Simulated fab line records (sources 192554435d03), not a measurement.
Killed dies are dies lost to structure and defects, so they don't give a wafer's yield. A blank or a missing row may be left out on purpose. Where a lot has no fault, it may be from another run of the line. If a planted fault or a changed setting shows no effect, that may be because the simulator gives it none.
fab line records | flow n5Finfet
record lots=9 wafers=27 lastDay=18
route steps=1938 shown WELL_APT@29 PMOS_HMC_CHANNEL_EPI@57 BEOL_M4@1111 PASSIVATION@1936
lots that met no fault: taken from a fault-free run of the same line
startH: start of the lot's first displayed wafer, in hours after the record's first day | waitH: time in hours since the lot's previous step | " identical to the entry in the row above | L1.1+2: a single row standing in for several wafers | - either no value or no given start | * or withheld: withheld | < > ~ a bound
route shown NAME@n: a module of which the file shows steps, and the number in the route of the first | usual: mean/standard deviation of fault-free wafers | same: alike in all rows | chamber/n: place in a boat | sites: per-site readings | _std_site: the standard deviation of these | _edge_site: outer sites' mean less inner sites' | radiusMm: how far each site lies from the wafer's centre | mask NAME#n: copy n | behind: the last tool/chamber to shape the wafer | hold: cause of the lot's hold/its duration in hours/its outcome | device: which transistor (n, p or np) failed to switch | end of line: at the end of the route, the tests of the same wafers | where a step has no rows: the recipe by itself | killed: dies that structure and defects cost at the first sort, which is not the same as the wafer's yield | map: the dies of a wafer, with x for killed, . for not killed, _ for no die there
set.NAME: the run value of the setting; set.NAME@STEP: its run value at that earlier step | model.NAME: the simulator's own value behind a step, which no gauge read
steps of the route over a sample of lots; a table a step, a row a wafer
services: a tool's chamber out of use, with start hour (startH, from the record's first day; less than 0 if before it), hours out, and reason
## steps
# step N5_WELL_APT_OVL_MEAS_09
# recipe pointsPerWafer=44
# usual NWELL_OVL=-1/4.6
# columns lot.wafer tool chamber startH waitH NWELL_OVL[nm]
L969.1 overlay-01 0 19.59 0.0 -6
L969.4 " 0 " " -5
L969.6 " 0 " " -1
L970.3 overlay-01 0 25.77 0.0 0
L970.5 " 0 " " -3
L970.6 " 0 " " 1
L971.2 overlay-01 0 31.73 0.0 -8
L971.4 " 0 " " 5
L971.5 " 0 " " -1
L976.4 overlay-01 0 61.71 0.0 5
L976.5 " 0 " " 0
L976.6 " 0 " " 0
L983.4 overlay-02 0 103.73 0.0 1
L983.5 " 0 " " -1
L983.6 " 0 " " -4
L984.1 overlay-01 0 109.73 0.0 -1
L984.3 " 0 " " -9
L984.5 " 0 " " 0
L987.2 overlay-01 0 127.95 0.0 -1
L987.3 " 0 " " -7
L987.5 " 0 " " -6
L989.1 overlay-02 0 139.71 0.0 3
L989.4 " 0 " " 9
L989.5 " 0 " " -2
L991.2 overlay-01 0 151.71 0.0 11
L991.3 " 0 " " 3
L991.5 " 0 " " 7
# step N5_WELL_APT_IMPLANT_14
# recipe species=P energyKev=160 doseCm2=1.5e+13 tiltDeg=0 rotationDeg=0
# usual beamOnS=10.00/0.19 doseIonsCm2=1.5e+13/1.8e+10 faradayCurrentUA=190/3.6
# columns lot.wafer tool chamber startH waitH beamOnS doseIonsCm2 faradayCurrentUA
L969.1 implanter-01 0 19.74 0.1 10.01 1.5029e+13 191
L969.4 " 0 " " 9.99 1.4989e+13 190
L969.6 " 0 " " 9.81 1.4992e+13 194
L970.3 implanter-02 0 25.99 0.1 9.94 1.4984e+13 191
L970.5 " 0 " " 9.69 1.4995e+13 196
L970.6 " 0 " " 10.27 1.4989e+13 185
L971.2 implanter-01 0 31.91 0.1 10.00 1.5004e+13 190
L971.4 " 0 " " 10.13 1.5006e+13 187
L971.5 " 0 " " 10.03 1.5006e+13 190
L976.4 implanter-01 0 61.96 0.2 9.80 1.4983e+13 193
L976.5 " 0 " " 9.90 1.4975e+13 192
L976.6 " 0 " " 10.20 1.4995e+13 187
L983.4 implanter-01 0 103.97 0.2 10.11 1.0473e+13 132
L983.5 " 0 " " 9.86 1.0466e+13 135
L983.6 " 0 " " 9.46 1.0484e+13 140
L984.1 implanter-01 0 109.89 0.1 9.82 1.0513e+13 136
L984.3 " 0 " " 9.37 1.0475e+13 141
L984.5 " 0 " " 9.94 1.0507e+13 134
L987.2 implanter-02 0 128.71 0.1 10.23 1.5028e+13 186
L987.3 " 0 " " 10.12 1.4998e+13 188
L987.5 " 0 " " 9.93 1.4992e+13 192
L989.1 implanter-02 0 139.87 0.1 10.17 1.502e+13 188
L989.4 " 0 " " 9.79 1.5012e+13 194
L989.5 " 0 " " 9.79 1.5008e+13 195
L991.2 implanter-02 0 152.42 0.1 10.07 1.503e+13 189
L991.3 " 0 " " 10.09 1.5033e+13 188
L991.5 " 0 " " 9.98 1.503e+13 191
# step N5_WELL_APT_DESCUM_30
# recipe chemistry=O2 timeS=7.9 sourcePowerW=50 biasPowerW=20 pressureMtorr=20 rfFrequencyHz=2.712e+07 tempC=40 o2FlowSccm=225
# usual drypumpMotorCurrentA=5.6/0.56 oesProductAu=0.76/0.068 rfVppV=242.7/1.2 showerheadPlenumPTorr=2.06/0.059 throttleValvePct=20.42/0.21
# columns lot.wafer tool chamber startH waitH drypumpMotorCurrentA oesProductAu rfHoursCounterH rfVppV showerheadPlenumPTorr throttleValvePct
L969.1 rieDiel-06 0 21.05 0.2 5.6 0.83 112 243.4 2.11 20.32
L969.4 " 3 " " 5.4 0.73 162 242.4 1.99 20.43
L969.6 " 0 " " 5.6 0.82 - 243.8 2.11 20.32
L970.3 rieDiel-06 2 26.95 0.0 6.6 0.72 191 241.2 1.99 20.29
L970.5 " 0 " " 5.6 0.81 - 244.4 2.11 20.33
L970.6 " 1 " " 4.9 0.82 - 242.0 2.04 20.75
L971.2 rieDiel-06 3 32.90 0.0 5.4 0.73 165 241.9 1.99 20.44
L971.4 " 2 " " 6.6 0.71 193 242.5 1.99 20.30
L971.5 " 3 " " 5.5 0.73 - 241.0 1.99 20.43
L976.4 rieDiel-06 0 63.03 0.0 5.6 0.81 124 242.7 2.10 20.33
L976.5 " 0 " " 5.6 0.81 - 242.6 2.10 20.32
L976.6 " 1 " " 4.8 0.80 - 242.6 2.03 20.77
L983.4 rieDiel-05 3 105.28 0.3 6.0 0.72 180 244.1 2.15 20.61
L983.5 " 2 " " 5.5 0.68 - 243.8 2.16 20.22
L983.6 " 3 " " 6.1 0.72 - 244.4 2.15 20.61
L984.1 rieDiel-01 0 111.03 0.0 4.9 0.84 81 243.1 2.04 20.55
L984.3 " 1 " " 5.1 0.76 136 243.4 2.08 20.23
L984.5 " 3 " " 5.2 0.69 - 242.6 2.06 20.44
L987.2 rieDiel-06 1 130.05 0.3 4.9 0.77 134 242.9 2.02 20.82
L987.3 " 2 " " 6.6 0.69 227 240.1 1.98 20.35
L987.5 " 1 " " 4.9 0.77 - 241.6 2.03 20.81
L989.1 rieDiel-06 3 141.06 0.1 5.4 0.70 204 242.1 1.98 20.52
L989.4 " 2 " " 6.6 0.69 232 241.5 1.97 20.35
L989.5 " 1 " " 4.8 0.78 - 240.9 2.02 20.81
L991.2 rieDiel-01 1 154.03 0.5 5.1 0.74 153 242.1 2.07 20.26
L991.3 " 2 " " 6.4 0.86 58 244.3 2.13 19.95
L991.5 " 0 " " 4.9 0.82 - 241.8 2.04 20.59
# step N5_PMOS_HMC_CHANNEL_EPI_HM_DEP_34
# recipe material=SiO2 targetThkA=360 tempC=400 precursor=TEOS/O2 pressureTorr=6.5 rfW=900 teosFlowSccm=161.4 gas=O2 flowSccm=2650 timeS=6.9
# usual heaterPowerOuterW=360/72 heaterPowerW=654/110 showerheadPlenumPTorr=8.34/0.034 throttleValvePct=18.9/1.2
# columns lot.wafer tool chamber startH waitH heaterPowerOuterW heaterPowerW showerheadPlenumPTorr throttleValvePct
L969.1 pecvd-02 1 28.75 0.0 319 560 8.41 19.0
L969.4 " 0 " " 387 620 8.32 18.2
L969.6 " 1 " " 330 569 8.41 18.6
L970.3 pecvd-04 1 29.88 0.0 369 756 8.38 20.9
L970.5 " 0 " " 384 671 8.37 18.8
L970.6 " 1 " " 366 732 8.39 20.8
L971.2 pecvd-04 1 35.08 0.0 408 801 8.39 20.6
L971.4 " 0 " " 464 752 8.35 19.0
L971.5 " 1 " " 415 803 8.37 20.7
L976.4 pecvd-04 1 65.09 0.0 402 804 8.35 21.1
L976.5 " 0 " " 483 776 8.36 19.0
L976.6 " 2 " " 395 697 8.33 19.3
L983.4 pecvd-02 0 107.02 0.0 283 510 8.35 18.7
L983.5 " 1 " " 313 555 8.41 18.7
L983.6 " 2 " " 221 427 8.27 17.6
L984.1 pecvd-04 0 112.76 0.0 391 664 8.35 19.2
L984.3 " 2 " " 390 700 8.33 19.1
L984.5 " 2 " " 394 710 8.33 18.9
L987.2 pecvd-02 1 131.75 0.0 309 547 8.42 18.8
L987.3 " 0 " " 369 615 8.33 18.2
L987.5 " 0 " " 361 627 8.35 18.5
L989.1 pecvd-01 2 142.90 0.0 203 420 8.28 18.0
L989.4 " 0 " " 244 510 8.33 19.5
L989.5 " 1 " " 363 712 8.32 16.7
L991.2 pecvd-04 2 155.70 0.0 383 672 8.32 19.0
L991.3 " 0 " " 492 793 8.35 19.3
L991.5 " 0 " " 353 599 8.34 19.0
# step N5_BEOL_M4_RC_MEAS_101
# usual DIBL_N=36.0/1.8 DIBL_P=36.3/2.4 IOFF_N=0.16/0.035 IOFF_P=0.21/0.036 ION_N=673/13 ION_P=461/7.2 RS_NWELL=1037/6 SS_N=71.4/0.6 SS_P=73.2/0.7 VT_N=250/4 VT_P=-250.9/2.9
# columns lot.wafer tool chamber startH waitH DIBL_N[mV/V] DIBL_P[mV/V] IOFF_N[nA/um] IOFF_P[nA/um] ION_N[uA/um] ION_P[uA/um] RS_NWELL[ohm/sq] SS_N[mV/dec] SS_P[mV/dec] VT_N[mV] VT_P[mV]
L969.1 prober-02 0 188.25 0.0 36.7 38.2 0.19 0.25 675 465 1034 72.5 73.7 248 -248.4
L969.4 " 0 " " 34.7 33.9 0.14 0.17 666 457 1039 72.2 72.5 250 -252.9
L969.6 " 0 " " 39.2 41.4 0.25 0.32 693 473 1033 72.8 74.6 242 -245.7
L970.3 prober-01 0 191.50 0.3 36.3 37.4 0.17 0.21 683 462 1039 71.5 73.8 248 -249.2
L970.5 " 0 " " 35.8 37.5 0.16 0.22 672 468 1035 70.7 72.9 250 -247.8
L970.6 " 0 " " 38.5 40.0 0.23 0.26 702 475 1030 71.8 73.9 245 -246.1
L971.2 prober-02 0 195.12 0.2 34.3 33.5 0.16 0.21 678 463 1032 70.8 73.2 246 -247.1
L971.4 " 0 " " 34.0 32.9 0.14 0.19 670 459 1042 71.3 72.7 250 -249.6
L971.5 " 0 " " 32.7 30.7 0.12 0.16 653 461 1037 71.3 72.2 252 -251.3
L976.4 prober-01 0 221.29 0.5 37.1 38.9 0.18 0.20 690 466 1038 70.7 73.9 244 -253.0
L976.5 " 0 " " 38.0 39.6 0.18 0.22 681 464 1041 71.6 74.2 247 -252.3
L976.6 " 0 " " 40.5 43.6 0.26 0.29 697 464 1049 72.0 74.2 242 -248.7
L983.4 prober-02 0 264.83 0.5 37.1 38.8 0.18 0.21 677 459 1270 71.9 73.7 249 -252.9
L983.5 " 0 " " 34.1 35.2 0.12 0.16 658 452 1262 70.2 72.8 256 -257.1
L983.6 " 0 " " 35.4 36.9 0.13 0.17 653 448 1261 71.9 72.6 256 -255.8
L984.1 prober-01 0 275.95 0.0 35.5 34.3 0.13 0.18 662 454 1254 70.9 72.9 255 -251.6
L984.3 " 0 " " 32.1 31.1 0.09 0.13 640 441 1258 70.4 72.0 259 -256.4
L984.5 " 0 " " 34.3 32.7 0.11 0.15 664 460 1262 70.6 72.1 256 -255.7
L987.2 prober-01 0 281.36 0.2 39.2 40.2 0.21 0.26 685 468 1035 71.6 74.1 246 -249.3
L987.3 " 0 " " 34.6 35.4 0.13 0.18 673 462 1042 71.3 73.0 254 -252.8
L987.5 " 0 " " 35.4 35.4 0.13 0.19 662 455 1036 71.5 73.3 254 -252.0
L989.1 prober-01 0 316.37 0.0 36.3 34.9 0.15 0.20 679 465 1048 71.5 73.1 246 -251.2
L989.4 " 0 " " 36.6 36.3 0.15 0.22 671 459 1044 70.9 73.6 249 -251.9
L989.5 " 0 " " 35.2 33.6 0.13 0.17 661 450 1053 71.0 71.9 250 -253.3
L991.2 prober-01 0 318.44 0.2 37.2 37.1 0.16 0.21 673 457 1040 71.4 73.4 250 -252.4
L991.3 " 0 " " 37.9 36.6 0.16 0.21 681 461 1030 72.1 74.0 250 -252.9
L991.5 " 0 " " 39.3 38.0 0.20 0.25 687 464 1035 72.2 73.7 247 -246.7
# step N5_PASSIVATION_PROBE_49
# usual defectLimitedYield=91.2/1.4 killed_at_M0_to_M3=35/11 killed_at_M4_up=14/5.6 killedAtContacts=12/5.6 killedAtFrontEnd=38/11 killedAtOther=4/3.4 killedDies=103/17 killedOpen=68/12 killedShort=33/8.8 sort_bin_4_leakage=0.00/0.007 sort_bin_5_function=5.1/0.89 sort_bin_6_memory=3.3/0.71 sortNPass=1077/17 sortYieldPct=91.2/1.4
# same grossDies=1180 killedAtBackSide=0 sort_bin_8_speed[%]=0
# columns lot.wafer tool chamber startH waitH defectLimitedYield[%] killed_at_M0_to_M3 killed_at_M4_up killedAtContacts killedAtFrontEnd killedAtOther killedDies killedOpen killedShort sort_bin_4_leakage[%] sort_bin_5_function[%] sort_bin_6_memory[%] sortNPass sortYieldPct[%]
L969.1 prober-02 - 293.29 0.0 90.8 45 13 16 34 1 109 76 32 0 5.9 2.7 1071 90.8
L969.4 prober-02 - 293.44 0.2 90.2 28 26 13 48 1 116 76 39 0 6.4 3.2 1064 90.2
L969.6 prober-02 - 293.54 0.3 89.3 50 18 13 45 0 126 89 34 0.08 6.8 3.5 1053 89.2
L970.3 prober-02 - 298.23 0.1 92.5 38 5 7 37 1 88 67 21 0 5.1 2.2 1092 92.5
L970.5 prober-02 - 298.33 0.2 93.7 22 12 9 30 1 74 60 12 0 3.9 2.1 1106 93.7
L970.6 prober-02 - 298.38 0.3 93.4 29 4 6 39 0 78 58 20 0 3.4 3.1 1102 93.4
L971.2 prober-01 - 303.54 0.1 89.3 53 25 9 33 6 126 77 46 0 6.4 3.7 1054 89.3
L971.4 prober-01 - 303.64 0.2 89.9 43 30 12 33 1 119 77 42 0 5.7 4.0 1061 89.9
L971.5 prober-01 - 303.69 0.2 91.1 50 5 11 33 6 105 78 24 0 5.0 3.2 1075 91.1
L976.4 prober-02 - 330.16 0.2 91.6 30 10 19 36 4 99 70 27 0 5.1 3.1 1081 91.6
L976.5 prober-02 - 330.21 0.2 93.1 38 12 8 18 5 81 44 35 0 4.2 2.1 1099 93.1
L976.6 prober-02 - 330.26 0.3 91.4 34 16 6 36 10 102 68 33 0 5.9 2.7 1078 91.4
L983.4 prober-01 - 374.78 0.2 89.7 27 25 28 36 5 121 80 38 0 5.8 4.2 1059 89.7
L983.5 prober-01 - 374.83 0.2 91.3 24 15 15 44 5 103 65 38 0 5.3 3.1 1077 91.3
L983.6 prober-01 - 374.88 0.3 91.8 34 15 8 40 0 97 63 34 0 4.9 3.0 1083 91.8
L984.1 prober-01 - 390.96 0.0 89.6 35 27 14 45 2 123 87 36 0 5.4 4.7 1057 89.6
L984.3 prober-01 - 391.06 0.1 90.0 24 17 18 54 5 118 75 39 0 5.3 4.3 1062 90.0
L984.5 prober-01 - 391.16 0.2 88.8 23 32 21 54 2 132 69 60 0 6.5 4.0 1048 88.8
L987.2 prober-01 - 395.77 0.1 91.0 46 10 6 42 2 106 62 42 0 4.8 3.6 1074 91.0
L987.3 prober-01 - 395.82 0.1 91.2 28 15 13 48 0 104 69 33 0 5.3 3.1 1076 91.2
L987.5 prober-01 - 395.92 0.2 94.3 12 8 17 28 2 67 46 21 0 3.6 1.9 1113 94.3
L989.1 prober-02 - 425.30 0.0 93.1 41 17 4 19 1 82 60 18 0 4.2 2.6 1098 93.1
L989.4 prober-02 - 425.45 0.2 91.9 41 12 11 27 4 95 59 31 0 4.7 3.2 1085 91.9
L989.5 prober-02 - 425.50 0.2 93.0 22 10 4 42 5 83 50 31 0 4.0 2.6 1097 93.0
L991.2 prober-01 - 437.40 0.1 92.0 25 14 4 45 6 94 61 32 0 4.9 2.8 1086 92.0
L991.3 prober-01 - 437.45 0.1 91.9 39 21 4 28 4 96 71 22 0 4.7 3.2 1084 91.9
L991.5 prober-01 - 437.55 0.2 89.7 44 16 13 45 4 122 81 39 0 5.8 4.0 1058 89.7
# killed by level:class
L969.1 BEOL_M0_SAQP:geometricParticle:open=18 MOL_CONTACT_COAG:geometricParticle:open=14 BEOL_M0_SAQP:geometricParticle:short=13 FIN_SAQP:geometricParticle:open=12 BEOL_M4:geometricParticle:open=7 FIN_SAQP:geometricParticle:short=5 BEOL_M2:geometricParticle:open=5 STI_FIN_REVEAL:geometricParticle:open=4
L969.4 FIN_SAQP:geometricParticle:open=20 BEOL_M4:geometricParticle:open=15 BEOL_M0_SAQP:geometricParticle:short=14 MOL_CONTACT_COAG:geometricParticle:open=12 FIN_SAQP:geometricParticle:short=9 STI_FIN_REVEAL:geometricParticle:open=7 BEOL_M2:geometricParticle:open=5 DUMMY_GATE:geometricParticle:open=3
L969.6 STI_FIN_REVEAL:geometricParticle:open=14 BEOL_M0_SAQP:geometricParticle:open=14 BEOL_M0_SAQP:geometricParticle:short=11 FIN_SAQP:geometricParticle:open=10 MOL_CONTACT_COAG:geometricParticle:open=10 BEOL_M4:geometricParticle:open=10 BEOL_M3:geometricParticle:open=8 BEOL_M2:geometricParticle:open=6
L970.3 FIN_SAQP:geometricParticle:open=11 BEOL_M3:geometricParticle:open=11 BEOL_M0_SAQP:geometricParticle:open=10 STI_FIN_REVEAL:geometricParticle:open=8 BEOL_M0_SAQP:geometricParticle:short=8 MOL_CONTACT_COAG:geometricParticle:open=6 BEOL_M2:geometricParticle:open=5 FIN_SAQP:geometricParticle:short=3
L970.5 MOL_CONTACT_COAG:geometricParticle:open=9 FIN_SAQP:geometricParticle:open=8 BEOL_M3:geometricParticle:open=8 DUMMY_GATE:geometricParticle:open=7 BEOL_M0_SAQP:geometricParticle:open=5 STARTING-WAFER:geometricParticle:open=5 STI_FIN_REVEAL:geometricParticle:open=4 FIN_SAQP:geometricParticle:short=3
L970.6 BEOL_M3:geometricParticle:open=9 STI_FIN_REVEAL:geometricParticle:open=8 STARTING-WAFER:geometricParticle:open=7 FIN_SAQP:geometricParticle:open=6 DUMMY_GATE:geometricParticle:open=5 BEOL_M0_SAQP:geometricParticle:open=5 BEOL_M0:geometricParticle:open=5 MOL_CONTACT_COAG:geometricParticle:open=4
L971.2 BEOL_M4:geometricParticle:open=12 BEOL_M0_SAQP:geometricParticle:short=11 BEOL_M1:geometricParticle:open=11 BEOL_M3:geometricParticle:open=11 BEOL_M0_SAQP:geometricParticle:open=10 MOL_CONTACT_COAG:geometricParticle:open=7 FIN_SAQP:geometricParticle:open=6 DUMMY_GATE:geometricParticle:open=5
L971.4 BEOL_M0_SAQP:geometricParticle:open=20 BEOL_M4:geometricParticle:open=14 MOL_CONTACT_COAG:geometricParticle:open=11 BEOL_M0_SAQP:geometricParticle:short=9 BEOL_M1:geometricParticle:open=7 SPACER0:geometricParticle:short=6 BEOL_M4:geometricParticle:short=6 STI_FIN_REVEAL:geometricParticle:open=4
L971.5 BEOL_M3:geometricParticle:open=14 MOL_CONTACT_COAG:geometricParticle:open=10 BEOL_M0_SAQP:geometricParticle:open=10 BEOL_M1:geometricParticle:open=10 BEOL_M2:geometricParticle:open=6 FIN_SAQP:geometricParticle:open=5 BEOL_M4:geometricParticle:open=5 STARTING-WAFER:geometricParticle:short=4
L976.4 MOL_CONTACT_COAG:geometricParticle:open=17 BEOL_M3:geometricParticle:open=12 DUMMY_GATE:geometricParticle:open=7 FIN_SAQP:geometricParticle:short=6 BEOL_M2:geometricParticle:open=5 FIN_SAQP:geometricParticle:open=4 GATE_CUT:geometricParticle:short=4 BEOL_M1:geometricParticle:open=4
L976.5 BEOL_M0_SAQP:geometricParticle:short=10 BEOL_M0_SAQP:geometricParticle:open=9 BEOL_M4:geometricParticle:open=6 BEOL_M1:geometricParticle:open=5 FIN_SAQP:geometricParticle:short=4 BEOL_M4:geometricParticle:short=4 MOL_CONTACT_COAG:geometricParticle:open=4 MOL_CONTACT_COAG:geometricParticle:short=4
L976.6 FIN_SAQP:geometricParticle:short=12 FIN_SAQP:geometricParticle:open=11 BEOL_M0_SAQP:geometricParticle:open=11 BEOL_M3:geometricParticle:open=10 BEOL_M4:geometricParticle:open=9 MOL_CONTACT_COAG:geometricParticle:open=6 GATE_CUT:geometricParticle:short=4 BEOL_M0_SAQP:geometricParticle:short=4
L983.4 MOL_CONTACT_COAG:geometricParticle:open=23 BEOL_M4:geometricParticle:open=14 GATE_CUT:geometricParticle:short=6 GATE_CUT:geometricParticle:open=6 BEOL_M1:geometricParticle:open=6 MOL_CONTACT_COAG:geometricParticle:short=5 BEOL_M4:geometricParticle:short=5 FIN_SAQP:geometricParticle:short=4
L983.5 GATE_CUT:geometricParticle:short=13 MOL_CONTACT_COAG:geometricParticle:open=13 STI_FIN_REVEAL:geometricParticle:open=10 BEOL_M1:geometricParticle:open=9 ILD0:geometricParticle:open=5 BEOL_M4:geometricParticle:open=5 BEOL_M4:geometricParticle:short=5 BEOL_M0_SAQP:geometricParticle:open=4
L983.6 BEOL_M3:geometricParticle:open=11 ILD0:geometricParticle:short=7 BEOL_M0_SAQP:geometricParticle:short=7 BEOL_M4:geometricParticle:open=7 STI_FIN_REVEAL:geometricParticle:open=6 MOL_CONTACT_COAG:geometricParticle:open=6 GATE_CUT:geometricParticle:open=5 ILD0:geometricParticle:open=4
L984.1 BEOL_M4:geometricParticle:open=16 BEOL_M0_SAQP:geometricParticle:short=15 FIN_SAQP:geometricParticle:open=13 MOL_CONTACT_COAG:geometricParticle:open=11 FIN_SAQP:geometricParticle:short=8 STI_FIN_REVEAL:geometricParticle:open=7 BEOL_M0_SAQP:geometricParticle:open=7 BEOL_M2:geometricParticle:open=6
L984.3 FIN_SAQP:geometricParticle:open=18 MOL_CONTACT_COAG:geometricParticle:open=16 FIN_SAQP:geometricParticle:short=14 BEOL_M0_SAQP:geometricParticle:open=8 BEOL_M0_SAQP:geometricParticle:short=7 BEOL_M4:geometricParticle:short=5 STI_FIN_REVEAL:geometricParticle:open=4 ILD0:geometricParticle:short=4
L984.5 FIN_SAQP:geometricParticle:open=19 BEOL_M4:geometricParticle:short=19 MOL_CONTACT_COAG:geometricParticle:open=15 FIN_SAQP:geometricParticle:short=8 BEOL_M0_SAQP:geometricParticle:short=8 MOL_CONTACT_COAG:geometricParticle:short=6 BEOL_M4:geometricParticle:open=5 STI_FIN_REVEAL:geometricParticle:open=5
L987.2 STI_FIN_REVEAL:geometricParticle:open=16 BEOL_M0_SAQP:geometricParticle:open=14 BEOL_M0_SAQP:geometricParticle:short=11 BEOL_M3:geometricParticle:open=9 FIN_SAQP:geometricParticle:short=8 GATE_CUT:geometricParticle:short=5 BEOL_M4:geometricParticle:open=5 MOL_CONTACT_COAG:geometricParticle:open=4
L987.3 STI_FIN_REVEAL:geometricParticle:open=13 MOL_CONTACT_COAG:geometricParticle:open=10 FIN_SAQP:geometricParticle:open=8 BEOL_M4:geometricParticle:open=7 BEOL_M1:geometricParticle:open=6 BEOL_M0_SAQP:geometricParticle:open=5 GATE_CUT:geometricParticle:open=5 DUMMY_GATE:geometricParticle:open=4
L987.5 MOL_CONTACT_COAG:geometricParticle:open=14 STI_FIN_REVEAL:geometricParticle:open=7 FIN_SAQP:geometricParticle:open=6 FIN_SAQP:geometricParticle:short=4 MOL_CONTACT_COAG:geometricParticle:short=3 BEOL_M1:geometricParticle:short=3 BEOL_M5:geometricParticle:open=3 STI_FIN_REVEAL:geometricParticle:short=2
L989.1 BEOL_M2:geometricParticle:open=14 BEOL_M1:geometricParticle:open=8 BEOL_M4:geometricParticle:open=8 BEOL_M0_SAQP:geometricParticle:open=6 MOL_CONTACT_COAG:geometricParticle:open=4 BEOL_M0_SAQP:geometricParticle:short=4 BEOL_M2:geometricParticle:short=4 STARTING-WAFER:geometricParticle:open=4
L989.4 BEOL_M2:geometricParticle:open=16 MOL_CONTACT_COAG:geometricParticle:open=9 BEOL_M4:geometricParticle:open=8 ILD0:geometricParticle:short=6 BEOL_M2:geometricParticle:short=6 BEOL_M3:geometricParticle:open=6 FIN_SAQP:geometricParticle:open=5 BEOL_M0_SAQP:geometricParticle:open=5
L989.5 FIN_SAQP:geometricParticle:short=10 STI_FIN_REVEAL:geometricParticle:open=8 BEOL_M2:geometricParticle:open=7 FIN_SAQP:geometricParticle:open=5 BEOL_M3:geometricParticle:open=5 BEOL_M5:geometricParticle:open=4 STARTING-WAFER:geometricParticle:short=4 ILD0:geometricParticle:open=3
L991.2 FIN_SAQP:geometricParticle:open=13 FIN_SAQP:geometricParticle:short=11 BEOL_M3:geometricParticle:open=9 BEOL_M0_SAQP:geometricParticle:short=6 GATE_CUT:geometricParticle:short=5 BEOL_M4:geometricParticle:open=5 BEOL_M0_SAQP:geometricParticle:open=4 DUMMY_GATE:geometricParticle:open=3
L991.3 BEOL_M3:geometricParticle:open=10 BEOL_M0_SAQP:geometricParticle:open=9 BEOL_M5:geometricParticle:open=8 BEOL_M0_SAQP:geometricParticle:short=7 FIN_SAQP:geometricParticle:short=6 BEOL_M2:geometricParticle:open=6 STI_FIN_REVEAL:geometricParticle:open=5 DUMMY_GATE:geometricParticle:open=5
L991.5 MOL_CONTACT_COAG:geometricParticle:open=12 FIN_SAQP:geometricParticle:short=11 BEOL_M0_SAQP:geometricParticle:open=11 FIN_SAQP:geometricParticle:open=10 BEOL_M2:geometricParticle:open=10 BEOL_M3:geometricParticle:open=8 STI_FIN_REVEAL:geometricParticle:open=6 BEOL_M0_SAQP:geometricParticle:short=5
## services
# columns tool chamber startH hours kind
rieDiel-01 0 3.38 4.8 repair
pecvd-01 2 9.82 5.5 scheduledDown
pecvd-04 0 18.33 5.5 scheduledDown
pecvd-01 2 18.80 9.6 repair
rieDiel-01 - 31.03 4.3 pm
pecvd-01 - 31.79 4.3 pm
rieDiel-05 0 35.02 - clean
rieDiel-05 0 35.02 - consumableReplace:focusRing
rieDiel-05 0 35.02 12.9 scheduledDown
rieDiel-05 0 35.02 12.9 ventCycle
pecvd-01 - 51.62 28.1 pm
rieDiel-05 1 57.17 13.0 repair
implanter-01 - 71.36 3.3 pm
pecvd-04 2 74.57 2.1 scheduledDown
implanter-01 - 80.02 18.6 pm
pecvd-04 - 80.64 1.6 repair
rieDiel-06 0 82.08 7.0 repair
pecvd-01 - 85.51 1.7 repair
rieDiel-01 - 90.23 0.2 repair
pecvd-01 - 115.27 1.3 repair
implanter-02 - 120.60 2.7 repair
implanter-01 - 126.49 1.7 repair
rieDiel-05 - 147.49 16.3 repair
## key
firstSign step=N5_WELL_APT_IMPLANT_14 reading=doseIonsCm2 direction=down sigmas=99+ usual=1.5e+13 struck=1.0486e+13
effect step=N5_WELL_APT_IMPLANT_14 reading=faradayCurrentUA direction=down sigmas=15 usual=190 struck=136
effect step=N5_BEOL_M4_RC_MEAS_101 reading=RS_NWELL direction=up sigmas=37 usual=1037 struck=1261
metAt N5_WELL_APT_IMPLANT_14
struckLots L983,L984
notActingAt N5_WELL_APT_OVL_MEAS_09,N5_WELL_APT_DESCUM_30,N5_PMOS_HMC_CHANNEL_EPI_HM_DEP_34
onsetBetween 61.96 103.97
fault kind=processParameterDrift tool=implanter-01 chamber=- onsetH=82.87 steps=N5_WELL_APT_IMPLANT_14 channel=doseCm2 offset=-4.5202e+12 shape=step endH=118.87 actsIn=theseRecipesOnly stated=1.5e+13
